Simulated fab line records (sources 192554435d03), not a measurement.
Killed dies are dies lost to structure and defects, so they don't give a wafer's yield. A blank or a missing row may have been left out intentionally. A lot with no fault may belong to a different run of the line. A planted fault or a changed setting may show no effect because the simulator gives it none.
Which tool did it? ; flow n5 finfet ; 24 lots, 72 wafers sampled, at 2 steps of a route of 1938

WHAT THE GAUGES SHOWED, per wafer
N5_MOL_CONTACT_COAG_CD_MEAS_99 targets a cd of 17.2 nm. Usual: cd nm at 17.0 nm, with a standard deviation of 0.39.
lot;measured;on;cd nm (nm);flag
L074;day 4 15:38;cd sem-03;17.3 16.8 17.1;
L075;day 4 19:53;cd sem-01;17.5 17.1 17.8;
L076;day 5 03:15;cd sem-02;17.0 17.5 17.1;
L077;day 5 11:44;cd sem-02;17.3 17.3 17.0;
L078;day 5 18:35;cd sem-02;17.2 17.7 16.7;
L079;day 5 21:04;cd sem-02;17.2 17.1 16.5;
L080;day 6 04:37;cd sem-01;16.5 16.6 16.9;
L081;day 6 08:17;cd sem-02;16.7 17.7 17.3;
L082;day 6 14:43;cd sem-02;16.9 16.9 16.7;
L083;day 6 20:29;cd sem-01;17.2 17.6 17.0;
L084;day 7 07:50;cd sem-03;16.8 17.3 17.0;
L085;day 7 15:31;cd sem-02;16.9 17.2 16.9;
L086;day 8 01:25;cd sem-01;17.0 17.6 16.6;
L087;day 8 19:11;cd sem-02;16.7 17.2 17.1;
L088;day 8 21:26;cd sem-03;17.0 17.1 16.9;
L089;day 8 22:46;cd sem-03;16.8 16.6 16.5;
L090;day 9 02:29;cd sem-02;16.9 17.3 17.0;
L091;day 9 04:43;cd sem-02;16.6 16.5 16.7;
L092;day 9 05:46;cd sem-03;17.5 17.4 16.9;
L093;day 9 13:07;cd sem-03;16.7 17.4 16.6;
L094;day 9 16:54;cd sem-01;17.5 17.5 17.0;
L095;day 10 09:04;cd sem-01;16.8 17.2 17.0;
L096;day 10 09:06;cd sem-01;16.9 16.9 16.6;
L097;day 10 18:29;cd sem-01;16.9 18.1 17.5;

N5_MOL_CONTACT_COAG_OVL_MEAS_85. Usual: VG_OVL typically reads -0.2 nm, with standard deviation 0.68.
lot;measured;on;VG_OVL (nm);flag
L074;day 5 05:48;overlay-02;0.0 -0.4 0.2;
L075;day 5 05:14;overlay-01;0.0 0.2 1.1;
L076;day 5 13:25;overlay-02;0.0 1.2 0.7;
L077;day 5 21:13;overlay-01;0.6 1.3 0.2;
L078;day 6 05:25;overlay-01;-0.1 -1.4 -0.4;
L079;day 6 05:36;overlay-01;-0.7 1.1 -0.2;
L080;day 6 14:56;overlay-02;-0.7 0.1 -0.1;
L081;day 6 17:44;overlay-01;-0.7 -1.3 -0.6;
L082;day 7 01:16;overlay-02;-0.4 -0.3 0.5;
L083;day 7 06:10;overlay-01;-0.4 -1.4 -1.1;
L084;day 7 19:26;overlay-01;-0.2 -0.7 -0.5;
L085;day 8 00:34;overlay-01;-0.3 0.2 -0.8;
L086;day 8 14:44;overlay-02;0.8 0.9 -0.1;
L087;day 9 07:31;overlay-02;-0.1 0.1 -0.9;
L088;day 9 07:52;overlay-02;-0.1 -0.6 -0.5;
L089;day 9 08:20;overlay-01;0.0 0.2 1.6;
L090;day 9 10:28;overlay-02;-1.1 -0.8 -0.5;
L091;day 9 12:57;overlay-02;-0.2 0.2 0.4;
L092;day 9 13:53;overlay-02;-0.2 -1.7 -1.4;
L093;day 9 22:04;overlay-01;0.5 -0.2 -0.6;
L094;day 10 02:43;overlay-01;-0.3 -0.4 -1.7;
L095;day 10 17:06;overlay-01;-0.1 -0.6 -0.2;
L096;day 10 18:11;overlay-01;-0.3 -1.5 0.3;
L097;day 11 03:01;overlay-02;-0.1 -0.3 0.2;

WHAT TOOL EACH LOT RAN ON (gives the tool, then ch and the chambers of the sampled wafers, and finally the start)
The record holds no process step before these readings.

WHAT THE TOOLS THEMSELVES READ (means of the sampled wafers that have a number; where no wafer has one, the mark that the record gives instead)
The record holds no such reading with a usual standard deviation.

THE ANSWER, worked out from the rows above alone
Rule: a lot is off if the mean of its wafers that have a number lies more than 3 standard deviations from the usual mean. Also off: a lot with no number at a reading for which 4 or more lots have one. The other lots that the step has rows for count as sound. First the gauges in route order, then the tools' own readings, where a lot's mean is used as printed above. At the first step where some lot is off, the reading lying furthest off is the one used; lots without a number count as furthest.
No lot is off at any reading shown: from this, nothing can be told.

WHAT WAS PUT IN BY THE SIMULATOR
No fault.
